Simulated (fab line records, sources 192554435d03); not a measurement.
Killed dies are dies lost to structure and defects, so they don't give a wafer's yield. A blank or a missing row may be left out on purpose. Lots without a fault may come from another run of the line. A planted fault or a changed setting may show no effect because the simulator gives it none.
Chamber matching | flow n5_finfet | N5_BEOL_M2_STRIP_36 on rie_diel-02: 4 sister chambers
The step strips in N2/H2. 7 wafers are shown with their chamber, then 9 later ones without.

WAFERS WITH THEIR CHAMBER
wafer  | chamber | showerhead_plenum_p_Torr (Torr) | throttle_valve_pct (%)
L077.6 | 3       | 2.53                            | 23.6
L078.5 | 1       | 2.63                            | 23.7
L083.5 | 3       | 2.53                            | 23.7
L083.6 | 2       | 2.63                            | 24.3
L084.1 | 0       | 2.39                            | 23.3
L084.3 | 2       | 2.63                            | 24.3
L084.4 | 1       | 2.62                            | 23.7

WAFERS WITHOUT THEIR CHAMBER
wafer  | showerhead_plenum_p_Torr (Torr) | throttle_valve_pct (%)
L091.2 | 2.52                            | 23.7
L091.3 | 2.61                            | 23.7
L091.6 | 2.61                            | 23.8
L093.1 | 2.52                            | 23.7
L093.3 | 2.61                            | 23.8
L093.6 | 2.38                            | 23.3
L096.1 | 2.62                            | 24.1
L096.3 | 2.51                            | 23.7
L096.5 | 2.62                            | 24.0

WHICH CHAMBER EACH WENT THROUGH
wafer  | from the rows above     | in truth
L091.2 | 3                       | 3
L091.3 | 1                       | 1
L091.6 | 1                       | 1
L093.1 | 3                       | 3
L093.3 | 1                       | 1
L093.6 | 0                       | 0
L096.1 | 2                       | 2
L096.3 | 3                       | 3
L096.5 | can't be placed: 1 or 2 | 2
Placed correctly: 8 of 9. Can't be placed from these rows: 1 (the true chamber is among the candidates in 1). Placed wrongly: 0.
How it was worked out, from the rows above alone: a wafer's distance from a chamber is the root of the sum, over the readings, of the square of ((its reading less the chamber's mean) divided by the reading's scatter). The wafer belongs to the nearest chamber; if the next one is less than 2 further off, it can't be placed. A chamber's mean is the mean of its shown wafers. The scatter: the root of (the sum of the squares of (reading less its chamber's mean) over the shown wafers, divided by (wafers less chambers)).
